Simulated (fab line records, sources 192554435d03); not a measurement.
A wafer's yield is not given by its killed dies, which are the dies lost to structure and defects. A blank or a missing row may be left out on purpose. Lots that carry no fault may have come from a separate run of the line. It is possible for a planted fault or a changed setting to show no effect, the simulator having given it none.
Chamber matching / flow n5_finfet / rie_diel-01 running N5_SD_EPI_N_DESCUM_14: 3 sister chambers
The step chemistry O2, time 7.9 s. 6 wafers are shown with their chamber, then 8 later ones without.

EACH WAFER AND ITS CHAMBER
wafer=L083.3; chamber=0; throttle_valve_pct (%)=20.19; oes_product_au (a.u.)=0.88
wafer=L083.6; chamber=0; throttle_valve_pct (%)=20.17; oes_product_au (a.u.)=0.88
wafer=L087.2; chamber=3; throttle_valve_pct (%)=20.51; oes_product_au (a.u.)=0.90
wafer=L087.5; chamber=2; throttle_valve_pct (%)=20.78; oes_product_au (a.u.)=0.72
wafer=L087.6; chamber=3; throttle_valve_pct (%)=20.51; oes_product_au (a.u.)=0.89
wafer=L089.1; chamber=2; throttle_valve_pct (%)=20.77; oes_product_au (a.u.)=0.72

WAFERS WITH NO CHAMBER GIVEN
wafer=L089.3; throttle_valve_pct (%)=20.20; oes_product_au (a.u.)=0.86
wafer=L089.5; throttle_valve_pct (%)=20.52; oes_product_au (a.u.)=0.88
wafer=L092.1; throttle_valve_pct (%)=20.22; oes_product_au (a.u.)=0.85
wafer=L092.2; throttle_valve_pct (%)=20.79; oes_product_au (a.u.)=0.71
wafer=L092.6; throttle_valve_pct (%)=20.22; oes_product_au (a.u.)=0.84
wafer=L094.1; throttle_valve_pct (%)=20.78; oes_product_au (a.u.)=0.70
wafer=L094.5; throttle_valve_pct (%)=20.22; oes_product_au (a.u.)=0.84
wafer=L094.6; throttle_valve_pct (%)=20.52; oes_product_au (a.u.)=0.86

CHAMBER TAKEN BY EACH
wafer=L089.3; from the rows above=0; in truth=0
wafer=L089.5; from the rows above=3; in truth=3
wafer=L092.1; from the rows above=0; in truth=0
wafer=L092.2; from the rows above=2; in truth=2
wafer=L092.6; from the rows above=0; in truth=0
wafer=L094.1; from the rows above=2; in truth=2
wafer=L094.5; from the rows above=0; in truth=0
wafer=L094.6; from the rows above=3; in truth=3
8 of 8 placed correctly. Number that these rows cannot place: 0. 0 placed wrongly.
How it was worked out, from the rows above alone: a wafer's distance from a chamber is the root of the sum, over the readings, of the square of ((its reading less the chamber's mean) divided by the reading's scatter). If the next closest chamber is less than 2 further off than the closest, the wafer can't be placed; otherwise it belongs to the closest. The mean given for a chamber averages the wafers shown for that chamber. The scatter: take each reading less its chamber's mean, square it, sum over the shown wafers, divide by the number of wafers less the number of chambers, and take the root.
